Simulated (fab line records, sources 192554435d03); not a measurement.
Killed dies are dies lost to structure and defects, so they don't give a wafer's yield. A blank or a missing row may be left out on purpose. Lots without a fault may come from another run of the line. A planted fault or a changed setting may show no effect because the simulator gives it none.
A struck lot beside a sound one | flow n5_finfet | 16 steps out of a route of 1938
Sound: wafers L134.2, L134.3, L134.4. Struck: wafers L144.3, L144.4, L144.5. The cause comes at the end.
At each step with rows: each side's tool, then ch and its chambers, then its first start. Under that, the readings that differ: sound wafers | struck wafers | difference of the means | sigmas: that difference in standard deviations of wafers without a fault.
alike: readings whose means differ by less than 2 such deviations, and words and numbers that are the same on both sides. not compared: withheld readings, readings that some wafer has no value for, bounds like >300 that may hide the same value, and numbers for which the record gives no deviation and whose values overlap.
The two part at a step that has a row with sigmas, a row that says differs or no value, or rows on one side only. Numbers that don't overlap but have no deviation are shown without sigmas and don't part them. A reading that every wafer of one side lacks parts them only if that side has two wafers or more.

N5_DUMMY_GATE_ETCH_23: etches poly-Si in HBr/Cl2/O2, target depth 41 nm, time 22.3 s.
  sound on rie_si-05 ch 0,1,2, day 4 05:11; struck on rie_si-05 ch 0,2,3, day 6 16:19
  alike: HBr_flow_sccm, drypump_motor_current_A, oes_product_au, throttle_valve_pct
  not compared: rf_hours_counter_h
N5_DUMMY_GATE_ETCH_44: etches poly-Si in HBr/O2, stops on SiO2, target depth 127.5 nm.
  sound on rie_si-05 ch 0,1,2, day 4 05:14; struck on rie_si-05 ch 0,2,3, day 6 16:22
  alike: HBr_flow_sccm, drypump_motor_current_A, oes_product_au, throttle_valve_pct
  not compared: rf_hours_counter_h
N5_DUMMY_GATE_CD_MEAS_24: target cd 15 nm.
  sound on cd_sem-02, day 4 05:21; struck on cd_sem-03, day 6 16:29
  alike: cd_nm
then, 1 step without rows for these wafers: N5_DUMMY_GATE_ETCH_42 (etches SiO2 in CHF3/O2, target depth 3.5 nm, time 31 s).
N5_DUMMY_GATE_STRIP_48: strips in N2/H2, time 20 s.
  sound on rie_diel-03 ch 0,1,2, day 4 05:31; struck on rie_diel-05 ch 0,2,3, day 6 16:38
  alike: drypump_motor_current_A, oes_product_au, rf_vpp_V, showerhead_plenum_p_Torr, throttle_valve_pct
  not compared: rf_hours_counter_h
then, 5 steps without rows for these wafers: N5_DUMMY_GATE_PRECLEAN_33 (cleans in dHF, time 10 s); N5_DUMMY_GATE_PRECLEAN_25 (cleans in O3/DIW, time 45 s); N5_DUMMY_GATE_PRECLEAN_51 (cleans in SC2, time 45 s); N5_DUMMY_GATE_SRD_26 (time 30 s); N5_DUMMY_GATE_UV_OZONE_45 (time 120 s).
N5_DUMMY_GATE_INSPECT_27: inspects for defects (brightfield).
  sound on defect_inspect-02, day 4 05:44; struck on defect_inspect-01, day 6 16:50
  alike: raw_defect_count
N5_SPACER0_ALD_07: deposits SiNx, target thk 2 nm.
  sound on ald_sin-03 ch 0,2,3, day 4 05:47; struck on ald_sin-04 ch 2,3, day 6 16:52
  alike: chamber_pressure_Torr, heater_power_outer_w, heater_power_w
N5_SPACER0_ALD_00: deposits SiOCN, target thk 3.5 nm, pulse time 3 s, purge time 2 s.
  sound on ald_sin-03 ch 0,2,3, day 4 05:56; struck on ald_sin-04 ch 2,3, day 6 17:01
  no value came back on the struck wafers for ald_cycles, chamber_pressure_Torr (Torr), heater_power_w (W), precursor_pulse_height_rel; on the sound wafers ald_cycles reads 58 58 58
N5_SPACER0_ALD_08: deposits SiNx, target thk 2 nm.
  sound on ald_sin-03 ch 0,2,3, day 4 06:11; struck on ald_sin-04 ch 2,3, day 6 17:17
  alike: chamber_pressure_Torr, heater_power_outer_w, heater_power_w
N5_BEOL_M4_RC_MEAS_101:
  the record has rows for the sound wafers here (prober-02 ch 0, day 10 00:24) and none for the struck ones
-- the record jumps here: 10 days lie between the struck wafers' starts before and after (it left off in module BEOL_M4 and takes up again in module PASSIVATION, whose first step shown is number 1936 of the route) --
N5_PASSIVATION_PROBE_49:
  sound on prober-01, day 14 13:10; struck on prober-02, day 16 21:34
  reading             | sound     | struck         | difference | sigmas
  killed_at_front_end | 63 50 45  | 1121 1107 1139 | +1070      | +97
  killed_dies         | 110 96 96 | 1180 1180 1180 | +1079      | +67
  killed_on_rim       | 9 10 21   | 152 152 152    | +139       | +33
  alike: killed_at_M0_to_M3, killed_at_M4_up, killed_at_contacts, killed_at_other, killed_open, killed_short

WHERE THEY PART
First at N5_SPACER0_ALD_00; last, within this record, at N5_PASSIVATION_PROBE_49.

WHY: what the simulator had put in
Skipped step whole: ald_sin-04, from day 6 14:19 on, at N5_SPACER0_ALD_00. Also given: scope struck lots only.
